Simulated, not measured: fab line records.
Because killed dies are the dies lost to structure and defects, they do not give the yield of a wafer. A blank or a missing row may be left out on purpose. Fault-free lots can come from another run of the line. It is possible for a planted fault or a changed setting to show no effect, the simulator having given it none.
Matching of chambers	flow n5Finfet	N5_BEOL_M4_ILD_DEP_00 on pecvd-03 has 3 sister chambers
The step deposits SiOC from DEMS/O2, target thk 79 nm, time 15.3 s. 6 wafers are shown with their chamber, then 9 later ones without.

## EACH WAFER AND ITS CHAMBER
wafer	chamber	throttleValvePct (%)	heaterPowerW (W)
L087.1	0	11.4	430
L087.2	1	12.8	450
L087.3	2	11.8	553
L087.4	0	11.5	446
L087.5	2	11.7	570
L087.6	1	12.7	438

## WAFERS WHOSE CHAMBER IS MISSING
wafer	throttleValvePct (%)	heaterPowerW (W)
L091.1	11.6	510
L091.2	12.6	366
L091.5	11.6	500
L090.1	12.9	435
L090.3	11.5	519
L090.4	11.7	505
L095.2	11.4	483
L095.3	12.7	385
L095.4	12.6	385

## EACH ONE'S CHAMBER
wafer	from the rows above	in truth
L091.1	can't be placed: 2 or 0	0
L091.2	1	1
L091.5	can't be placed: 2 or 0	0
L090.1	1	1
L090.3	2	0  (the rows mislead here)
L090.4	can't be placed: 2 or 0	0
L095.2	0	0
L095.3	1	1
L095.4	1	1
Placed correctly: 5 of 9. These rows do not allow placing 3 (true chamber among the candidates in 3). Placed wrongly: 1.
How it was worked out, from the rows above alone: a wafer's distance from a chamber is the root of the sum, over the readings, of the square of ((its reading less the chamber's mean) divided by the reading's scatter). The wafer belongs to the nearest chamber; if the next one is less than 2 further off, it can't be placed. The mean given for a chamber averages the wafers shown for that chamber. The scatter: the root of (the sum of the squares of (reading less its chamber's mean) over the shown wafers, divided by (wafers less chambers)).
